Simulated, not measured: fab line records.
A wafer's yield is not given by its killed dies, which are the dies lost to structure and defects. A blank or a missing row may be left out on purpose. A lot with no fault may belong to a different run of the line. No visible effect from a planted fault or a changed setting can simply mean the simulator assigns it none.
fab line records	flow nand-harc	part 1 of 2: steps 1 to 22 of 29
record: lots: 5	wafers: 15	last-day: 32
route steps=1302 shown A_CONTACT@1023
lots with no fault: from the same line, run without faults
start-h: start of the lot's first displayed wafer, in hours after the record's first day	wait-h: hours elapsed since this lot's preceding step	" the same as in the row above	L1.1+2: a single row standing in for several wafers	- either no value or no given start	* or withheld: withheld	< > ~ a bound
route shown NAME@n: NAME is a module with steps in the file, n the number in the route of the first one	usual: mean/standard deviation of fault-free wafers	same: alike in all rows	chamber/n: place in a boat	sites: the reading at each site	_std_site: the values' standard deviation	_edge_site: outer sites' mean less inner sites'	radius-mm: for every site, how far away it sits from the centre of the wafer	mask NAME#n: copy n	behind: tool/chamber where the wafer was last shaped	hold: why the lot was held/for how many hours/how that ended	device: transistor that didn't switch, given as n, p or np	end of line: tests of these same wafers at the route's end	where a step has no rows: the recipe by itself	killed: dies lost to structure and defects at the first sort, not the wafer's yield	map: per-die view of a wafer (x killed, . not killed, _ where there is no die)
set.NAME: the setting that was run; set.NAME@STEP: the one run at that earlier step	model.NAME: the simulator's own value behind a step, which no gauge read
lots seen at some steps along the route; tables by step, rows by wafer
services: from which hour (start-h, from the record's first day; less than 0 if before it) a tool's chamber was out of use, for how many hours, and why
== steps ==
step: NHARC_A_CONTACT_STRIP_101
recipe: o2-flow-sccm: 400	cos-flow-sccm: 20	ar-flow-sccm: 0	bias-w: 0	chemistry: O2/COS
lot.wafer	tool	chamber	start-h	wait-h
L074.2+3+1	rie-diel-05	3,1,2	492.72	0.1
L076.4+3+6	rie-diel-08	0,1,2	508.30	0.1
L079.2+4+6	rie-diel-05	0,1,2	525.60	0.1
L081.2+4+6	rie-diel-05	2,0,1	542.19	0.1
L094.3+1+6	rie-diel-05	0,1,2	695.93	0.1
step: NHARC_A_CONTACT_ETCH_102
recipe: target-depth-a: 1000	overetch-a: 100	time-s: 55	ion-energy-ev: 100	cf4-flow-sccm: 80	o2-flow-sccm: 20	ar-flow-sccm: 0	rf-w: 300	bias-w: 100	chemistry: CF4/O2
usual: bias-w: 100.03/0.27	drypump-motor-current-A: 5.63/0.17	oes-product-au: 1.001/0.011	rf-vpp-V: 197.4/1.6	showerhead-plenum-p-Torr: 1.32/0.069	throttle-valve-pct: 13.398/0.0084
lot.wafer	tool	chamber	start-h	wait-h	bias-w	drypump-motor-current-A	oes-product-au	rf-hours-counter-h	rf-vpp-V	showerhead-plenum-p-Torr	throttle-valve-pct
L074.1	rie-diel-05	0	492.78	0.1	100.01	5.49	0.994	11	197.5	1.33	13.405
L074.2	"	1	"	"	99.75	5.43	0.991	11	199.1	1.38	13.399
L074.3	"	2	"	"	99.56	5.71	1.006	10	195.8	1.24	13.394
L076.3	rie-diel-08	1	508.36	0.1	99.95	5.49	1.025	44	199.0	1.42	13.382
L076.4	"	2	"	"	99.99	5.84	1.002	40	197.0	1.26	13.391
L076.6	"	1	"	"	100.09	5.48	1.028	-	198.5	1.42	13.402
L079.2	rie-diel-05	3	525.66	0.1	100.60	5.66	0.990	15	196.8	1.26	13.404
L079.4	"	1	"	"	99.71	5.42	0.983	17	198.0	1.38	13.396
L079.6	"	2	"	"	100.51	5.72	1.019	-	195.5	1.23	13.405
L081.4	rie-diel-05	1	542.26	0.1	100.09	5.41	0.978	20	199.0	1.38	13.407
L081.2	"	2	"	"	100.19	5.69	1.003	18	196.1	1.23	13.403
L081.6	"	2	"	"	99.84	5.69	1.008	-	196.0	1.23	13.397
L094.1	rie-diel-05	3	695.99	0.0	100.00	5.62	1.002	16	196.8	1.25	13.401
L094.3	"	0	"	"	100.03	5.56	1.002	18	197.4	1.32	13.393
L094.6	"	0	"	"	99.94	5.55	0.996	-	196.2	1.32	13.405
step: NHARC_A_CONTACT_STRIP_55
recipe: o2-flow-sccm: 500	ar-flow-sccm: 0	bias-w: 0	chemistry: O2
usual: drypump-motor-current-A: 5.63/0.17	oes-product-au: 1.000/0.0099	rf-vpp-V: 57.7/1	showerhead-plenum-p-Torr: 3.50/0.18	throttle-valve-pct: 17.037/0.009
same: bias-w: 0
lot.wafer	tool	chamber	start-h	wait-h	drypump-motor-current-A	oes-product-au	rf-hours-counter-h	rf-vpp-V	showerhead-plenum-p-Torr	throttle-valve-pct
L074.1	rie-diel-05	2	-	-	5.72	1.003	10	57.5	3.27	17.035
L074.3	"	3	"	"	5.69	0.994	9	58.2	3.34	17.038
L074.2	"	1	"	"	5.44	0.984	11	58.9	3.64	17.048
L076.3	rie-diel-08	1	-	-	5.51	1.009	44	59.1	3.75	17.030
L076.4	"	2	"	"	5.87	1.000	40	57.3	3.34	17.065
L076.6	"	2	"	"	5.86	0.995	-	58.3	3.34	17.034
L079.2	rie-diel-05	3	-	-	5.66	0.988	15	57.0	3.34	17.027
L079.4	"	1	"	"	5.44	0.985	17	58.9	3.64	17.040
L079.6	"	3	"	"	5.67	0.989	-	57.7	3.34	17.021
L081.2	rie-diel-05	3	-	-	5.68	1.003	18	56.6	3.34	17.033
L081.4	"	0	"	"	5.48	0.995	20	57.1	3.51	17.049
L081.6	"	3	"	"	5.66	0.995	-	56.6	3.34	17.028
L094.3	rie-diel-05	3	-	-	5.67	1.002	16	58.8	3.32	17.042
L094.1	"	1	"	"	5.43	1.001	17	57.2	3.63	17.034
L094.6	"	2	"	"	5.71	1.008	-	59.5	3.80	17.039
step: NHARC_A_CONTACT_STRIP_56
recipe: time-s: 600	temp-c: 30	chemistry: post-etch-residue-remover
lot.wafer	tool	chamber	start-h	wait-h
L074.3+1+2	wet-bench-02	0,3,4	493.18	-
L076.4+3+6	wet-bench-06	3,4,5	508.77	-
L079.4+2+6	wet-bench-02	3,6,0	526.05	-
L081.4+2+6	wet-bench-07	2,4,6	542.65	-
L094.1+6+3	wet-bench-07	1,2,3	696.38	-
step: NHARC_A_CONTACT_DEP_57
recipe: target-thk-a: 53000	temp-c: 400	material: aC
usual: throttle-valve-pct: 34.999/0.0085
lot.wafer	tool	chamber	start-h	wait-h	throttle-valve-pct
L074.1	acl-dep-01	0	497.03	-	34.991
L074.2	"	0	"	"	34.995
L074.3	"	0	"	"	34.996
L076.3	acl-dep-03	0	510.13	-	34.997
L076.4	"	0	"	"	35.002
L076.6	"	0	511.77	-	35.001
L079.2	acl-dep-02	0	528.61	-	34.997
L079.4	"	0	529.68	-	35.002
L079.6	"	0	530.76	-	35.000
L081.2	acl-dep-03	0	543.46	-	34.986
L081.4	"	0	544.54	-	34.981
L081.6	"	0	545.62	-	35.013
L094.1	acl-dep-01	0	700.18	-	34.996
L094.3	"	0	701.27	-	34.990
L094.6	"	0	702.90	-	34.998
step: NHARC_A_CONTACT_DEP_58
recipe: target-thk-a: 900	target-thk-nm: 90	temp-c: 400	pressure-torr: 3.5	flow-sccm: 200	rf-w: 350	material: SiON
usual: heater-power-w: 727/100
lot.wafer	tool	chamber	start-h	wait-h	heater-power-w
L074.2	pecvd-04	2	500.25	2.2	787
L074.1	"	0	"	"	813
L074.3	"	1	"	"	545
L076.3	pecvd-03	0	512.36	1.7	837
L076.6	"	2	"	"	803
L076.4	"	1	"	"	702
L079.2	pecvd-04	0	531.32	2.2	849
L079.6	"	0	"	"	864
L079.4	"	1	"	"	579
L081.2	pecvd-01	2	546.21	2.2	841
L081.4	"	2	"	"	831
L081.6	"	0	"	"	787
L094.1	pecvd-04	0	703.49	2.8	855
L094.3	"	1	"	"	518
L094.6	"	0	"	"	819
step: NHARC_A_CONTACT_DEHYDRATE_59
recipe: temp-c: 150	time-s: 120
usual: plate-temp-C: 149.98/0.13
lot.wafer	tool	chamber	start-h	wait-h	plate-temp-C
L074.1	litho-track-01	0	500.52	0.2	150.23
L074.2	"	0	"	"	150.17
L074.3	"	0	"	"	149.98
L076.3	litho-track-04	0	512.61	0.2	149.89
L076.4	"	0	"	"	149.77
L076.6	"	0	"	"	149.95
L079.2	litho-track-04	0	531.59	0.2	149.92
L079.4	"	0	"	"	150.13
L079.6	"	0	"	"	149.88
L081.2	litho-track-01	0	546.45	0.2	149.80
L081.4	"	0	"	"	149.68
L081.6	"	0	"	"	150.07
L094.1	litho-track-06	0	703.76	0.2	149.91
L094.3	"	0	"	"	150.26
L094.6	"	0	"	"	149.90
step: NHARC_A_CONTACT_HMDS_60
recipe: time-s: 30
lot.wafer	tool	chamber	start-h	wait-h
L074.1+2+3	litho-track-01	0	-	-
L076.3+4+6	litho-track-04	0	-	-
L079.2+4+6	litho-track-04	0	-	-
L081.2+4+6	litho-track-01	0	-	-
L094.1+3+6	litho-track-06	0	-	-
step: NHARC_A_CONTACT_COAT_61
recipe: temp-c: 260	time-s: 75
usual: plate-temp-C: 259.98/0.2
lot.wafer	tool	chamber	start-h	wait-h	plate-temp-C
L074.1	litho-track-01	0	-	-	260.12
L074.2	"	0	"	"	259.93
L074.3	"	0	"	"	259.95
L076.3	litho-track-04	0	-	-	260.00
L076.4	"	0	"	"	260.07
L076.6	"	0	"	"	259.83
L079.2	litho-track-04	0	-	-	259.97
L079.4	"	0	"	"	259.85
L079.6	"	0	"	"	259.90
L081.2	litho-track-01	0	-	-	260.19
L081.4	"	0	"	"	260.40
L081.6	"	0	"	"	260.20
L094.1	litho-track-06	0	-	-	259.75
L094.3	"	0	"	"	259.88
L094.6	"	0	"	"	259.74
step: NHARC_A_CONTACT_COAT_62
recipe: temp-c: 225	time-s: 65
usual: plate-temp-C: 224.99/0.15
lot.wafer	tool	chamber	start-h	wait-h	plate-temp-C
L074.1	litho-track-01	0	-	-	225.13
L074.2	"	0	"	"	225.19
L074.3	"	0	"	"	225.07
L076.3	litho-track-04	0	-	-	224.61
L076.4	"	0	"	"	224.77
L076.6	"	0	"	"	224.94
L079.2	litho-track-04	0	-	-	224.86
L079.4	"	0	"	"	224.96
L079.6	"	0	"	"	224.90
L081.2	litho-track-01	0	-	-	225.18
L081.4	"	0	"	"	225.06
L081.6	"	0	"	"	225.03
L094.1	litho-track-06	0	-	-	225.08
L094.3	"	0	"	"	225.26
L094.6	"	0	"	"	225.00
step: NHARC_A_CONTACT_COAT_63
recipe: spin-rpm: 1500	resist-thk-nm: 90
usual: dispense-pressure-kPa: 49.8/3
lot.wafer	tool	chamber	start-h	wait-h	dispense-pressure-kPa
L074.1	litho-track-01	0	-	-	47.4
L074.2	"	0	"	"	47.4
L074.3	"	0	"	"	47.4
L076.3	litho-track-04	0	-	-	54.4
L076.4	"	0	"	"	54.4
L076.6	"	0	"	"	54.4
L079.2	litho-track-04	0	-	-	54.4
L079.4	"	0	"	"	54.4
L079.6	"	0	"	"	54.3
L081.2	litho-track-01	0	-	-	47.4
L081.4	"	0	"	"	47.4
L081.6	"	0	"	"	47.4
L094.1	litho-track-06	0	-	-	48.4
L094.3	"	0	"	"	48.5
L094.6	"	0	"	"	48.5
step: NHARC_A_CONTACT_SOFTBAKE_64
recipe: temp-c: 105	time-s: 55
usual: plate-temp-C: 105.00/0.14
lot.wafer	tool	chamber	start-h	wait-h	plate-temp-C
L074.1	litho-track-01	0	-	-	104.98
L074.2	"	0	"	"	104.90
L074.3	"	0	"	"	104.98
L076.3	litho-track-04	0	-	-	105.08
L076.4	"	0	"	"	105.12
L076.6	"	0	"	"	105.05
L079.2	litho-track-04	0	-	-	105.06
L079.4	"	0	"	"	105.18
L079.6	"	0	"	"	105.41
L081.2	litho-track-01	0	-	-	104.78
L081.4	"	0	"	"	104.94
L081.6	"	0	"	"	104.91
L094.1	litho-track-06	0	-	-	105.10
L094.3	"	0	"	"	104.70
L094.6	"	0	"	"	105.01
step: NHARC_A_CONTACT_EBR_65
lot.wafer	tool	chamber	start-h	wait-h
L074.1+2+3	litho-track-01	0	-	-
L076.3+4+6	litho-track-04	0	-	-
L079.2+4+6	litho-track-04	0	-	-
L081.2+4+6	litho-track-01	0	-	-
L094.1+3+6	litho-track-06	0	-	-
step: NHARC_A_CONTACT_EXPOSE_66
recipe: na: 1.35	sigma-outer: 0.8	dose-mj: 59.02	mask-id: A_CC_2
usual: exposure-dose-mJ-cm2: 59.5/0.5	reticle-temp-C: 23.00/0.13
lot.wafer	tool	chamber	start-h	wait-h	mask	exposure-dose-mJ-cm2	reticle-temp-C
L074.1	arfi-scanner-03	0	500.83	-	A_CC_2#0	59.9	23.17
L074.2	"	0	"	"	A_CC_2#0	59.9	23.11
L074.3	"	0	"	"	A_CC_2#0	59.9	22.96
L076.3	arfi-scanner-02	0	512.93	-	A_CC_2#0	58.9	23.00
L076.4	"	0	"	"	A_CC_2#0	58.8	23.08
L076.6	"	0	"	"	A_CC_2#0	58.9	23.07
L079.2	arfi-scanner-01	0	531.90	-	A_CC_2#0	60.1	22.88
L079.4	"	0	"	"	A_CC_2#0	60.1	23.05
L079.6	"	0	"	"	A_CC_2#0	60.1	23.06
L081.2	arfi-scanner-02	0	546.76	-	A_CC_2#0	58.9	23.05
L081.4	"	0	"	"	A_CC_2#0	58.9	23.18
L081.6	"	0	"	"	A_CC_2#0	58.9	23.22
L094.1	arfi-scanner-03	0	704.08	-	A_CC_2#0	59.9	23.06
L094.3	"	0	"	"	A_CC_2#0	59.7	23.00
L094.6	"	0	"	"	A_CC_2#0	59.7	23.00
step: NHARC_A_CONTACT_PEB_67
recipe: peb-temp-c: 100	peb-time-s: 65
usual: plate-temp-C: 100.00/0.13
lot.wafer	tool	chamber	start-h	wait-h	plate-temp-C
L074.1	litho-track-06	0	500.89	0.1	100.07
L074.2	"	0	"	"	99.97
L074.3	"	0	"	"	99.91
L076.3	litho-track-04	0	512.98	0.0	100.04
L076.4	"	0	"	"	100.20
L076.6	"	0	"	"	100.13
L079.2	litho-track-01	0	531.96	0.1	100.01
L079.4	"	0	"	"	100.02
L079.6	"	0	"	"	100.03
L081.2	litho-track-01	0	546.82	0.1	99.89
L081.4	"	0	"	"	99.89
L081.6	"	0	"	"	99.78
L094.1	litho-track-01	0	704.14	0.1	100.16
L094.3	"	0	"	"	100.08
L094.6	"	0	"	"	100.25
step: NHARC_A_CONTACT_DEVELOP_68
recipe: develop-time-s: 35	dev-temp-c: 23
usual: developer-temp-C: 22.97/0.085
lot.wafer	tool	chamber	start-h	wait-h	developer-temp-C
L074.1	litho-track-06	0	-	-	22.86
L074.2	"	0	"	"	22.97
L074.3	"	0	"	"	22.91
L076.3	litho-track-04	0	-	-	22.94
L076.4	"	0	"	"	22.90
L076.6	"	0	"	"	22.72
L079.2	litho-track-01	0	-	-	22.95
L079.4	"	0	"	"	23.07
L079.6	"	0	"	"	22.89
L081.2	litho-track-01	0	-	-	22.97
L081.4	"	0	"	"	22.91
L081.6	"	0	"	"	23.06
L094.1	litho-track-01	0	-	-	23.00
L094.3	"	0	"	"	22.91
L094.6	"	0	"	"	22.93
step: NHARC_A_CONTACT_CD_MEAS_69
recipe: target-cd-nm: 300	landing-energy-ev: 500
usual: cd-nm: 299.9/0.53
lot.wafer	tool	chamber	start-h	wait-h	cd-nm
L074.1	cd-sem-03	0	500.97	-	298.5
L074.2	"	0	"	"	299.6
L074.3	"	0	"	"	299.4
L076.3	cd-sem-02	0	513.06	-	300.3
L076.4	"	0	"	"	301.0
L076.6	"	0	"	"	299.6
L079.2	cd-sem-03	0	532.04	-	299.6
L079.4	"	0	"	"	300.9
L079.6	"	0	"	"	299.6
L081.2	cd-sem-03	0	546.90	-	301.4
L081.4	"	0	"	"	299.9
L081.6	"	0	"	"	300.3
L094.1	cd-sem-03	0	704.22	-	300.3
L094.3	"	0	"	"	299.9
L094.6	"	0	"	"	299.6
step: NHARC_A_CONTACT_OVL_MEAS_70
usual: overlay-x-nm: 0.2/0.86	overlay-y-nm: 0.1/0.9
lot.wafer	tool	chamber	start-h	wait-h	overlay-x-nm	overlay-y-nm
L074.1	overlay-02	-	501.06	-	-0.2	1.4
L074.2	"	-	"	"	0.3	1.3
L074.3	"	-	"	"	0.4	0.9
L076.3	overlay-01	-	513.15	-	-1.8	0.1
L076.4	"	-	"	"	-1.4	0.1
L076.6	"	-	"	"	-1.8	0.0
L079.2	overlay-02	-	532.12	-	0.3	-0.1
L079.4	"	-	"	"	0.2	-0.3
L079.6	"	-	"	"	0.6	-0.5
L081.2	overlay-02	-	546.99	-	-0.3	0.4
L081.4	"	-	"	"	-0.1	0.3
L081.6	"	-	"	"	0.0	0.3
L094.1	overlay-02	-	704.31	-	0.2	2.2
L094.3	"	-	"	"	0.1	2.3
L094.6	"	-	"	"	0.1	2.2
step: NHARC_A_CONTACT_INSPECT_71
usual: raw-defect-count: 88/35
lot.wafer	tool	chamber	start-h	wait-h	raw-defect-count
L074.1	defect-inspect-01	-	501.10	0.0	111
L074.2	"	-	"	"	136
L074.3	"	-	"	"	147
L076.3	defect-inspect-02	-	513.18	0.0	126
L076.4	"	-	"	"	105
L076.6	"	-	"	"	117
L079.2	defect-inspect-01	-	532.16	0.0	111
L079.4	"	-	"	"	104
L079.6	"	-	"	"	100
L081.2	defect-inspect-01	-	547.03	0.0	90
L081.4	"	-	"	"	68
L081.6	"	-	"	"	77
L094.1	defect-inspect-02	-	704.35	0.0	133
L094.3	"	-	"	"	108
L094.6	"	-	"	"	106
step: NHARC_A_CONTACT_DESCUM_74
recipe: time-s: 3	o2-flow-sccm: 200	ar-flow-sccm: 0	bias-power-w: 0	chemistry: O2
usual: drypump-motor-current-A: 5.66/0.21	oes-product-au: 1.000/0.0083	rf-vpp-V: 57.6/0.98	showerhead-plenum-p-Torr: 1.89/0.095	throttle-valve-pct: 11.311/0.0087
same: bias-power-w: 0
lot.wafer	tool	chamber	start-h	wait-h	drypump-motor-current-A	oes-product-au	rf-hours-counter-h	rf-vpp-V	showerhead-plenum-p-Torr	throttle-valve-pct
L074.1	rie-diel-01	0	501.17	0.1	5.42	0.981	48	59.8	1.86	11.326
L074.3	"	1	"	"	6.08	0.995	46	56.8	1.87	11.311
L074.2	"	2	"	"	6.11	0.996	35	57.3	1.82	11.305
L076.4	rie-diel-08	2	513.24	0.1	5.83	1.007	44	55.3	1.80	11.314
L076.3	"	3	"	"	5.90	0.997	42	56.5	1.86	11.333
L076.6	"	2	"	"	5.85	1.010	-	56.1	1.80	11.311
L079.4	rie-diel-05	3	532.22	0.1	5.65	0.997	15	56.7	1.80	11.309
L079.2	"	2	"	"	5.70	1.005	16	58.3	1.76	11.307
L079.6	"	3	"	"	5.64	0.993	-	57.2	1.80	11.322
L081.2	rie-diel-01	1	547.10	0.1	6.08	1.001	62	55.5	1.86	11.307
L081.4	"	3	"	"	5.69	1.001	55	57.5	1.83	11.304
L081.6	"	0	"	"	5.47	0.990	-	57.8	1.85	11.323
L094.3	rie-diel-05	3	704.41	0.1	5.64	0.992	17	57.8	1.79	11.313
L094.1	"	2	"	"	5.71	1.006	20	58.8	2.07	11.321
L094.6	"	3	"	"	5.67	1.000	-	57.0	1.79	11.295
step: NHARC_A_CONTACT_ETCH_75
recipe: target-depth-a: 390	over-etch-frac: 0.3	time-s: 65	ion-energy-ev: 80	cf4-flow-sccm: 150	ar-flow-sccm: 0	rf-w: 300	bias-w: 100	chemistry: CF4
usual: bias-w: 99.95/0.29	drypump-motor-current-A: 5.67/0.21	oes-product-au: 0.999/0.0094	rf-vpp-V: 151.1/1.3	showerhead-plenum-p-Torr: 1.76/0.086	throttle-valve-pct: 13.282/0.009
lot.wafer	tool	chamber	start-h	wait-h	bias-w	drypump-motor-current-A	oes-product-au	rf-hours-counter-h	rf-vpp-V	showerhead-plenum-p-Torr	throttle-valve-pct
L074.1	rie-diel-01	2	501.24	0.1	100.13	6.11	1.002	35	150.1	1.68	13.276
L074.2	"	3	"	"	100.05	5.67	1.005	40	149.3	1.70	13.294
L074.3	"	0	"	"	100.24	5.46	0.998	48	151.5	1.72	13.283
L076.3	rie-diel-08	0	513.33	0.1	100.01	5.73	0.995	45	150.0	1.64	13.276
L076.4	"	3	"	"	100.22	5.92	0.994	42	150.1	1.72	13.289
L076.6	"	0	"	"	100.05	5.73	1.004	-	150.5	1.64	13.274
L079.2	rie-diel-05	1	532.31	0.1	99.95	5.44	0.982	18	152.5	1.82	13.285
L079.4	"	3	"	"	99.64	5.64	0.992	15	149.3	1.67	13.287
L079.6	"	1	"	"	99.82	5.43	0.982	-	152.8	1.82	13.289
L081.4	rie-diel-01	2	547.17	0.1	99.77	6.10	0.985	51	149.3	1.68	13.301
L081.2	"	0	"	"	100.18	5.48	0.977	63	149.4	1.72	13.281
L081.6	"	2	"	"	100.10	6.10	0.995	-	149.4	1.68	13.274
L094.1	rie-diel-05	3	704.50	0.1	99.96	5.68	1.009	17	150.3	1.67	13.296
L094.3	"	0	"	"	100.11	5.55	1.006	20	151.5	1.75	13.275
L094.6	"	2	"	"	99.92	5.71	1.006	-	151.4	1.90	13.287
step: NHARC_A_CONTACT_ETCH_76
recipe: target-depth-a: 2600	over-etch-frac: 0.3	time-s: 475.3	ion-energy-ev: 200	n2-flow-sccm: 150	h2-flow-sccm: 150	ar-flow-sccm: 0	rf-w: 400	bias-w: 150	chemistry: N2/H2
usual: bias-w: 150.1/0.49	drypump-motor-current-A: 5.68/0.23	oes-product-au: 1.000/0.0097	rf-vpp-V: 429.8/2.9	showerhead-plenum-p-Torr: 2.02/0.1	throttle-valve-pct: 14.171/0.0092
lot.wafer	tool	chamber	start-h	wait-h	bias-w	drypump-motor-current-A	oes-product-au	rf-hours-counter-h	rf-vpp-V	showerhead-plenum-p-Torr	throttle-valve-pct
L074.3	rie-diel-01	1	-	-	149.8	6.08	1.007	46	428.1	1.99	14.162
L074.2	"	2	"	"	150.0	6.09	0.990	35	427.5	1.93	14.168
L074.1	"	3	"	"	150.2	5.65	1.000	41	429.4	1.95	14.167
L076.4	rie-diel-08	3	-	-	150.5	5.93	1.004	42	428.7	1.98	14.168
L076.3	"	1	"	"	149.3	5.51	1.023	46	434.0	2.18	14.174
L076.6	"	3	"	"	150.5	5.90	1.006	-	429.8	1.98	14.151
L079.4	rie-diel-05	3	-	-	149.7	5.66	0.998	15	427.7	1.92	14.169
L079.2	"	1	"	"	150.2	5.44	0.986	18	432.5	2.11	14.160
L079.6	"	3	"	"	150.2	5.68	0.993	-	428.3	1.92	14.168
L081.2	rie-diel-01	1	-	-	151.4	6.07	1.002	62	429.2	1.98	14.161
L081.4	"	0	"	"	149.8	5.49	0.983	63	428.0	1.98	14.178
L081.6	"	1	"	"	150.3	6.09	1.000	-	427.9	1.98	14.170
L094.3	rie-diel-05	3	-	-	150.6	5.65	1.005	17	428.1	1.91	14.165
L094.1	"	2	"	"	150.0	5.71	1.008	20	436.8	2.21	14.178
L094.6	"	3	"	"	150.4	5.66	0.998	-	427.6	1.91	14.165
